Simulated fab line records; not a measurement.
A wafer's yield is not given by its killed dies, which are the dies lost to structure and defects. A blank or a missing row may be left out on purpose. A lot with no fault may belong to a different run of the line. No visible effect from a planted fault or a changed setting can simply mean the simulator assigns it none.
Split-lot study | flow n5 finfet | 7 lots, 21 wafers read, on a route of 1938 steps

== ON THE SPLIT ==
At N5_BEOL_M2_COAT_67 (time 60 s, resist thk 60 nm), the setting spin rpm was moved away from the recipe's 1500 rpm on 8 of the 21 wafers read, by -9.8% to +10.6%. This setting was run at the recipe's value on the other wafers.

== FROM THE SPLIT TO THE READING: what the file shows between them, 11 steps ==
- N5_BEOL_M2_COAT_22: resist thk 30 nm (also split here: spin rpm)
- N5_BEOL_M2_EBR_24
- N5_BEOL_M2_SOFTBAKE_23: time 60 s
- N5_BEOL_M2_DESCUM_33: chemistry O2, time 7 s
- N5_BEOL_M2_ETCH_77: etches underlayer in N2/H2, target depth 6.5 nm, time 5.2 s
- N5_BEOL_M2_ETCH_69: etches SiARC in CF4, target depth 15.6 nm, time 26 s
- N5_BEOL_M2_ALD_98: deposits SiO2, target thk 2.5 nm, pulse time 1 s, co reactant pulse time 1 s
- N5_BEOL_M2_ETCHBACK_99: etches SiO2 in CHF3, target depth 5 nm, time 10.4 s
- N5_BEOL_M2_ETCH_70: etches SOC in N2/H2, target depth 80 nm, overetch 24 nm, time 130 s
- N5_BEOL_M2_STRIP_71: strips in N2/H2
- N5_BEOL_M2_STRIP_78: strips in N2/H2

== THE READING ==
SOC_of_BEOL_M2_COAT_67.thk nm (the simulator's own value, which no gauge read), in nm, at N5_BEOL_M2_VIA_ETCH_34 (etches the open film in C4F6/O2, target depth 69.4 nm, time 65.9 s). No usual value for it is given in the file. The 13 wafers here that ran the recipe average 51.9 nm, standard deviation 0.23 nm.

wafer  | tool, chamber at the split | spin rpm as run, rpm | against the recipe | SOC_of_BEOL_M2_COAT_67.thk nm, nm | against lot-mates on the recipe
L076.1 | litho track-05, 0          | 1500                 | recipe             | 52.2                              | -
L076.2 | litho track-05, 0          | 1500                 | recipe             | 52                                | -
L076.6 | litho track-05, 0          | 1500                 | recipe             | 52                                | -
L078.1 | litho track-05, 0          | 1500                 | recipe             | 52.2                              | -
L078.4 | litho track-05, 0          | 1353                 | -9.8%              | 54.8                              | +2.8
L078.5 | litho track-05, 0          | 1500                 | recipe             | 51.8                              | -
L081.3 | litho track-05, 0          | 1500                 | recipe             | 51.6                              | -
L081.4 | litho track-05, 0          | 1500                 | recipe             | 51.8                              | -
L081.6 | litho track-05, 0          | 1631                 | +8.7%              | 49.2                              | -2.5
L084.1 | litho track-05, 0          | 1651                 | +10.1%             | 48.8                              | no lot-mate on the recipe
L084.4 | litho track-05, 0          | 1651                 | +10.1%             | 48.8                              | no lot-mate on the recipe
L084.6 | litho track-05, 0          | 1651                 | +10.1%             | 48.8                              | no lot-mate on the recipe
L085.2 | litho track-04, 0          | 1563                 | +4.2%              | 50.4                              | -1.0
L085.6 | litho track-04, 0          | 1563                 | +4.2%              | 50.4                              | -1.0
L085.5 | litho track-04, 0          | 1500                 | recipe             | 51.4                              | -
L088.1 | litho track-05, 0          | 1500                 | recipe             | 51.8                              | -
L088.6 | litho track-05, 0          | 1500                 | recipe             | 51.8                              | -
L088.5 | litho track-05, 0          | 1659                 | +10.6%             | 48.6                              | -3.2
L090.1 | litho track-05, 0          | 1500                 | recipe             | 52.2                              | -
L090.2 | litho track-05, 0          | 1500                 | recipe             | 51.8                              | -
L090.5 | litho track-05, 0          | 1500                 | recipe             | 51.8                              | -

FIT RESULTS
A straight line over all 21 wafers: SOC_of_BEOL_M2_COAT_67.thk nm changes by -0.306 nm for each +1% of spin rpm; r = -0.99; the points scatter about the line by 0.2 nm.
The same after taking each lot's own level away (the mean of its wafers on the recipe; 18 wafers): -0.287 nm for each +1%; r = -0.99; scatter 0.15 nm.
Per that fit: largest spin rpm move, reading shift of 3 nm.
From 51.40 to 52.07 nm: that is the span of the lots' own levels, equal to 2.9 times the standard deviation above.
Hence the lot-to-lot level has little effect on the slope; both slopes agree.
Check: for one of the wafers moved furthest among these (+10.6%), held out of the fit, the line's prediction against its lot-mates is -2.93 nm. It came out at -3.2 nm against them.

== OTHER SPLITS APPLIED TO THESE WAFERS ==
Other splits were also applied to these wafers ahead of the reading. Each is held against what the fit with the lots' levels taken away leaves over:
other split on the same wafers             | wafers away from the commonest value | r with SOC_of_BEOL_M2_COAT_67.thk nm (lot level and that fit taken away)
N5_BEOL_M0_SAQP_SPACER2_ETCHBACK_27 time s | 5                                    | -0.61
N5_BEOL_M1_PECVD_72 time s                 | 11                                   | +0.23
N5_BEOL_M2_COAT_22 spin rpm                | 9                                    | -0.09

== THE WHOLE CHAIN: every reading that the file lists as answering this split, in the file's order ==
step                   | what it does                                                        | reading                                                                        | change (the file's fit)               | r (the file's)
N5_BEOL_M2_COAT_67     | time 60 s, resist thk 60 nm                                         | SOC_of_BEOL_M2_COAT_67.thk nm (the simulator's own value, which no gauge read) | -0.282 nm for each +1% of the setting | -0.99
N5_BEOL_M2_ETCH_70     | etches SOC in N2/H2, target depth 80 nm, overetch 24 nm, time 130 s | etch.depth nm (the simulator's own value, which no gauge read)                 | -0.288 nm for each +1% of the setting | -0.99
N5_BEOL_M2_VIA_ETCH_34 | etches the open film in C4F6/O2, target depth 69.4 nm, time 65.9 s  | SOC_of_BEOL_M2_COAT_67.thk nm (the simulator's own value, which no gauge read) | -0.289 nm for each +1% of the setting | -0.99

== THE FILE'S OWN FIT ==
SOC_of_BEOL_M2_COAT_67.thk nm changes by -0.289 nm for each +1% of spin rpm, r = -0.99.
